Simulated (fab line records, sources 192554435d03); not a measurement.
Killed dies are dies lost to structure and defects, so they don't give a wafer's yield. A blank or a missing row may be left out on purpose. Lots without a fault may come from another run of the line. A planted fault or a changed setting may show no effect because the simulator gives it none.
Chamber matching | flow n5_finfet | N5_BEOL_M11_CMP_52 on cmp-01: 4 sister chambers
The step polishes, stops on SiCOH lowk, t overpolish 7 s, target thk 140 nm. 8 wafers are shown with their chamber, then 8 later ones without.

WAFERS WITH THEIR CHAMBER
wafer  | chamber | motor_current_A (A) | time_to_endpoint_s (s)
L637.3 | 2       | 5.6                 | 66.2
L640.4 | 1       | 6.6                 | 65.2
L640.5 | 3       | 5.3                 | 67.2
L640.6 | 0       | 6.5                 | 67.4
L646.1 | 3       | 6.1                 | 66.1
L646.3 | 0       | 6.0                 | 67.0
L646.4 | 1       | 6.7                 | 68.1
L649.1 | 2       | 5.5                 | 66.5

WAFERS WITHOUT THEIR CHAMBER
wafer  | motor_current_A (A) | time_to_endpoint_s (s)
L649.3 | 6.0                 | 63.2
L649.5 | 6.6                 | 64.4
L651.3 | 6.0                 | 67.4
L651.4 | 5.9                 | 63.0
L651.5 | 7.0                 | 65.4
L656.2 | 5.9                 | 71.2
L656.3 | 6.2                 | 67.8
L656.5 | 5.8                 | 72.1

WHICH CHAMBER EACH WENT THROUGH
wafer  | from the rows above               | in truth
L649.3 | can't be placed: 2 or 3 or 1 or 0 | 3
L649.5 | can't be placed: 1 or 0 or 3 or 2 | 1
L651.3 | can't be placed: 0 or 3 or 2 or 1 | 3
L651.4 | can't be placed: 2 or 3 or 0 or 1 | 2
L651.5 | can't be placed: 1 or 0           | 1
L656.2 | can't be placed: 0 or 3 or 2 or 1 | 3
L656.3 | can't be placed: 0 or 1 or 3 or 2 | 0
L656.5 | can't be placed: 0 or 3 or 2 or 1 | 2
Placed correctly: 0 of 8. Can't be placed from these rows: 8 (the true chamber is among the candidates in 8). Placed wrongly: 0.
How it was worked out, from the rows above alone: a wafer's distance from a chamber is the root of the sum, over the readings, of the square of ((its reading less the chamber's mean) divided by the reading's scatter). The wafer belongs to the nearest chamber; if the next one is less than 2 further off, it can't be placed. A chamber's mean is the mean of its shown wafers. The scatter: the root of (the sum of the squares of (reading less its chamber's mean) over the shown wafers, divided by (wafers less chambers)).
